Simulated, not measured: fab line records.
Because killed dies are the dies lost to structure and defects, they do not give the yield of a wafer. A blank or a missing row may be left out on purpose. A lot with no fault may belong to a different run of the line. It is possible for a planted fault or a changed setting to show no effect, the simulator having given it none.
What tool caused it? | flow nandHarc | Sampling: 10 lots, 30 wafers, 4 of 1302 route steps

== WHAT THE GAUGES SHOWED, per wafer ==
NHARC_A_CHANNEL_HOLE_D2_INSPECT_40.
lot  | measured     | on               | rawDefectCount
L372 | day 14 06:01 | defectInspect-01 | 535 520 641
L373 | day 14 14:28 | defectInspect-01 | 1130 1094 1123
L374 | day 15 17:19 | defectInspect-01 | 982 1000 961
L384 | day 18 18:58 | defectInspect-02 | 182 160 192
L387 | day 20 08:47 | defectInspect-01 | 353 298 224
L385 | day 20 09:13 | defectInspect-01 | 334 248 318
L391 | day 21 10:16 | defectInspect-01 | 316 215 257
L390 | day 21 10:29 | defectInspect-01 | 229 223 129
L392 | day 22 06:07 | defectInspect-01 | 205 138 153
L393 | day 22 08:37 | defectInspect-01 | 419 380 395

== WHICH TOOL RAN EACH LOT (tool, then ch and the chambers of the sampled wafers, then the start) ==
lot  | NHARC_A_CHANNEL_HOLE_D2_ETCH_38   | NHARC_A_CHANNEL_HOLE_D2_ETCH_34              | NHARC_A_CHANNEL_HOLE_D2_ETCH_25
L372 | rieDiel-04 ch 0,1,3, day 13 22:06 | rieDiel-04 ch 0,2,3, day 14 03:13 or earlier | harEtch-02 ch 0,1, day 14 03:13
L373 | rieDiel-04 ch 0,2,3, day 14 07:40 | rieDiel-04 ch 0,1,2, day 14 11:47 or earlier | harEtch-02 ch 0,1, day 14 11:47
L374 | rieDiel-04 ch 0,1, day 15 10:32   | rieDiel-04 ch 0,1,2, day 15 14:31 or earlier | harEtch-02 ch 0,1, day 15 14:31
L384 | rieDiel-04 ch 0,1,3, day 18 12:09 | rieDiel-04 ch 2,3, day 18 16:08 or earlier   | harEtch-02 ch 0,1, day 18 16:08
L387 | rieDiel-04 ch 0,1,3, day 19 23:58 | rieDiel-04 ch 0,2,3, day 20 05:56 or earlier | harEtch-02 ch 0,1, day 20 05:56
L385 | rieDiel-03 ch 0,1,2, day 20 00:26 | rieDiel-03 ch 0,2, day 20 06:04 or earlier   | harEtch-01 ch 0, day 20 06:04
L391 | rieDiel-05 ch 2,3, day 21 03:28   | rieDiel-05 ch 1,2,3, day 21 07:29 or earlier | harEtch-01 ch 0, day 21 07:29
L390 | rieDiel-04 ch 1,2, day 21 03:41   | rieDiel-04 ch 1,2, day 21 07:50 or earlier   | harEtch-02 ch 1, day 21 07:50
L392 | rieDiel-05 ch 0,3, day 21 22:35   | rieDiel-05 ch 1,3, day 22 03:19 or earlier   | harEtch-02 ch 0,1, day 22 03:19
L393 | rieDiel-05 ch 0,1, day 22 01:49   | rieDiel-05 ch 0,3, day 22 05:50 or earlier   | harEtch-01 ch 0, day 22 05:50
- NHARC_A_CHANNEL_HOLE_D2_ETCH_38: etches the open film in CF4, target depth 39 nm, time 65 s.
- NHARC_A_CHANNEL_HOLE_D2_ETCH_34: etches the open film in CF4/CHF3, target depth 154 nm, time 77 s.
- NHARC_A_CHANNEL_HOLE_D2_ETCH_25: etches the open film in C4F8/O2/Ar, time 1040.2 s, target depth 1500 nm.

== THE ANSWER, worked out from the rows above alone ==
Rule: usual is defined by the lots themselves. The widest of any qualifying gaps counts: lots, ordered by their means at a reading, are off when they make up no more than a third of the lots, leave a main group of 4 or more, and stand apart from it by 3 or more times the standard deviation of that group's means. A main group whose means are all the same, to the digits that the tables above print for the reading, isn't used. Also off: a lot with no number at a reading for which 4 or more lots have one. The other lots that the step has rows for count as sound.
Off at NHARC_A_CHANNEL_HOLE_D2_INSPECT_40 (rawDefectCount): L373, L374. The main group: mean 294, standard deviation 1.3e+02.
If a tool, at a process step before that reading, ran all the lots that are off and no sound lot after the first of them, it fits. Those tools and the gauges at NHARC_A_CHANNEL_HOLE_D2_INSPECT_40 are tried in the same way. With no start given for some of its lots, NHARC_A_CHANNEL_HOLE_D2_ETCH_34 uses the hours and lot order of NHARC_A_CHANNEL_HOLE_D2_ETCH_25. Not one of the candidates tried fits.

== WHAT THE SIMULATOR PUT IN ==
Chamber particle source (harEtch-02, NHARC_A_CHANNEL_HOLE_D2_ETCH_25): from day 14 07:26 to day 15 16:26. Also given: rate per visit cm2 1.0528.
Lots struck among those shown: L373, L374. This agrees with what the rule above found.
